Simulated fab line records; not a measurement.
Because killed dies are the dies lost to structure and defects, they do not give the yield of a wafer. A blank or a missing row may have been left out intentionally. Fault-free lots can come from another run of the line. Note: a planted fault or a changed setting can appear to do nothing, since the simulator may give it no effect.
2 desks looking at one fault | flow n5 finfet | each desk holds nothing but its own numbers, with what lay behind them at the end

## FROM THE METROLOGY DESK
Lot by lot, what the gauges showed, no matter which tool ran the lot: averages of those sampled wafers that carry a number. A lot is out of limits, marked OUT, if its mean lies more than 4 standard deviations from the usual mean; the brackets give that distance. Shown here are 7 of its 11 readings, the ones lying furthest out on some lot.
Columns: A = DIBL_P at N5_BEOL_M4_RC_MEAS_101, usual 36.5 mV/V; B = IOFF_N at N5_BEOL_M4_RC_MEAS_101, usual 0.154 nA/um; C = IOFF_P at N5_BEOL_M4_RC_MEAS_101, usual 0.202 nA/um; D = ION_P at N5_BEOL_M4_RC_MEAS_101, usual 460 uA/um; E = SS_N at N5_BEOL_M4_RC_MEAS_101, usual 71.6 mV/dec; F = SS_P at N5_BEOL_M4_RC_MEAS_101, usual 73.4 mV/dec; G = VT_P at N5_BEOL_M4_RC_MEAS_101, usual -251.4 mV
lot  | first seen here | A    | B     | C     | D   | E    | F    | G
L349 | day 5 18:53     | 35.3 | 0.150 | 0.179 | 453 | 72.1 | 73.0 | -252.4
L351 | day 6 10:01     | 36.4 | 0.141 | 0.161 | 446 | 71.8 | 73.6 | -256.9
L356 | day 7 16:56     | 37.3 | 0.159 | 0.232 | 466 | 71.8 | 74.1 | -248.4
L361 | day 8 16:25     | 35.3 | 0.146 | 0.189 | 460 | 71.6 | 72.5 | -251.9
L362 | day 9 09:23     | 36.4 | 0.160 | 0.202 | 467 | 72.0 | 73.6 | -251.3
L369 | day 10 23:26    | 40.8 | 0.200 | 0.252 | 460 | 72.5 | 74.1 | -248.8
L370 | day 11 16:46    | 35.3 | 0.136 | 0.202 | 463 | 71.1 | 72.5 | -249.5
This desk's verdict: no lot among the 7 shows anything out of limits.

## TOOL OWNER'S DESK, rie diel-04
The tool's own readings at N5_BEOL_M0_SAQP_SPACER1_ETCHBACK_99 (etches SiO2 in CHF3/O2, target depth 15.4 nm, time 7.7 s): means of the sampled wafers that have a number, for each lot that ran on this tool. A lot is out of limits, marked OUT, if its mean lies more than 4 standard deviations from the usual mean; the brackets give that distance.
Columns: A = bias w at N5_BEOL_M0_SAQP_SPACER1_ETCHBACK_99, usual 170.0 W; B = drypump motor current A at N5_BEOL_M0_SAQP_SPACER1_ETCHBACK_99, usual 5.6 A; C = mfc ar sccm at N5_BEOL_M0_SAQP_SPACER1_ETCHBACK_99, usual 200.1 sccm; D = oes product au at N5_BEOL_M0_SAQP_SPACER1_ETCHBACK_99, usual 0.79 a.u.; E = rf vpp V at N5_BEOL_M0_SAQP_SPACER1_ETCHBACK_99, usual 524 V; F = showerhead plenum p Torr at N5_BEOL_M0_SAQP_SPACER1_ETCHBACK_99, usual 2.42 Torr; G = throttle valve pct at N5_BEOL_M0_SAQP_SPACER1_ETCHBACK_99, usual 18.97 %
lot  | first seen here | A     | B   | C     | D    | E   | F    | G
L349 | day 5 18:41     | 170.0 | 5.8 | 200.0 | 0.70 | 526 | 2.49 | 19.12
L356 | day 7 16:44     | 170.0 | 6.0 | 199.9 | 0.57 | 521 | 2.42 | 19.05
L370 | day 11 16:34    | 170.7 | 6.0 | 200.5 | 0.73 | 523 | 2.36 | 18.93
This desk's verdict: no lot among the 3 shows anything out of limits.

## BROUGHT TOGETHER
At the metrology desk, nothing out of limits was observed.
The tool owner's desk saw nothing out of limits.

## WHAT HAD BEEN PUT IN BY THE SIMULATOR
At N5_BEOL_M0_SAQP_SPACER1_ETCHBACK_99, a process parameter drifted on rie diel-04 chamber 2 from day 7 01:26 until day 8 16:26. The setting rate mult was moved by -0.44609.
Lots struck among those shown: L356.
